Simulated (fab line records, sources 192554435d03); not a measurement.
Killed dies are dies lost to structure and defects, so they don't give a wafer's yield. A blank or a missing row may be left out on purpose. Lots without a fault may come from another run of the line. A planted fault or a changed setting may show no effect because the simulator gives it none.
Which tool did it? | flow n5_finfet | 10 lots, 30 wafers sampled, at 3 steps of a route of 1938

WHAT THE GAUGES READ, wafer by wafer
N5_PMOS_HMC_CHANNEL_EPI_OVL_MEAS_10.
lot  | measured    | on         | PMOS_HMC_BLK_OVL (nm)
L549 | day 2 16:52 | overlay-01 | 0.6 0.1 0.6
L551 | day 3 05:33 | overlay-01 | 1.0 0.7 0.8
L553 | day 3 17:16 | overlay-02 | 1.0 1.8 -0.3
L556 | day 4 11:16 | overlay-01 | 1.1 1.4 0.7
L558 | day 4 23:14 | overlay-01 | 1.2 0.9 0.7
L561 | day 5 17:22 | overlay-01 | 0.8 -0.4 -0.1
L562 | day 5 23:26 | overlay-02 | 0.8 -0.3 0.6
L563 | day 6 05:40 | overlay-01 | 0.0 0.9 0.0
L566 | day 6 23:09 | overlay-02 | 1.0 1.9 0.8
L567 | day 7 05:35 | overlay-02 | 0.3 -1.5 -0.7

WHICH TOOL RAN EACH LOT (tool, then ch and the chambers of the sampled wafers, then the start)
lot  | N5_WELL_APT_RTA_34              | N5_PMOS_HMC_CHANNEL_EPI_COAT_31
L549 | rtp_anneal-02 ch 0, day 2 15:39 | litho_track-03 ch 0, day 2 16:37
L551 | rtp_anneal-02 ch 0, day 3 04:01 | litho_track-05 ch 0, day 3 05:10
L553 | rtp_anneal-01 ch 0, day 3 15:51 | litho_track-01 ch 0, day 3 17:01
L556 | rtp_anneal-01 ch 0, day 4 10:02 | litho_track-01 ch 0, day 4 11:01
L558 | rtp_anneal-01 ch 0, day 4 21:48 | litho_track-05 ch 0, day 4 22:58
L561 | rtp_anneal-01 ch 0, day 5 15:50 | litho_track-05 ch 0, day 5 16:59
L562 | rtp_anneal-01 ch 0, day 5 22:08 | litho_track-05 ch 0, day 5 23:04
L563 | rtp_anneal-02 ch 0, day 6 04:08 | litho_track-05 ch 0, day 6 05:17
L566 | rtp_anneal-01 ch 0, day 6 21:49 | litho_track-03 ch 0, day 6 22:46
L567 | rtp_anneal-02 ch 0, day 7 04:02 | litho_track-03 ch 0, day 7 05:13
- N5_WELL_APT_RTA_34: time 10 s.
- N5_PMOS_HMC_CHANNEL_EPI_COAT_31: time 60 s, resist thk 66 nm.

THE ANSWER, worked out from the rows above alone
Rule: what is usual is taken from the lots themselves. Put in order of their means at a reading, lots are off if they are a third of the lots or fewer, leave a main group of 4 or more, and stand apart from it by a gap of 3 or more times the standard deviation of the main group's means; of several such gaps the widest counts. A main group whose means are all the same, to the digits that the tables above print for the reading, isn't used. A lot without any number at a reading at which 4 lots or more have one is off too. The other lots that the step has rows for count as sound.
No lot is off at any reading shown: from this, nothing can be told.

WHAT THE SIMULATOR HAD PUT IN
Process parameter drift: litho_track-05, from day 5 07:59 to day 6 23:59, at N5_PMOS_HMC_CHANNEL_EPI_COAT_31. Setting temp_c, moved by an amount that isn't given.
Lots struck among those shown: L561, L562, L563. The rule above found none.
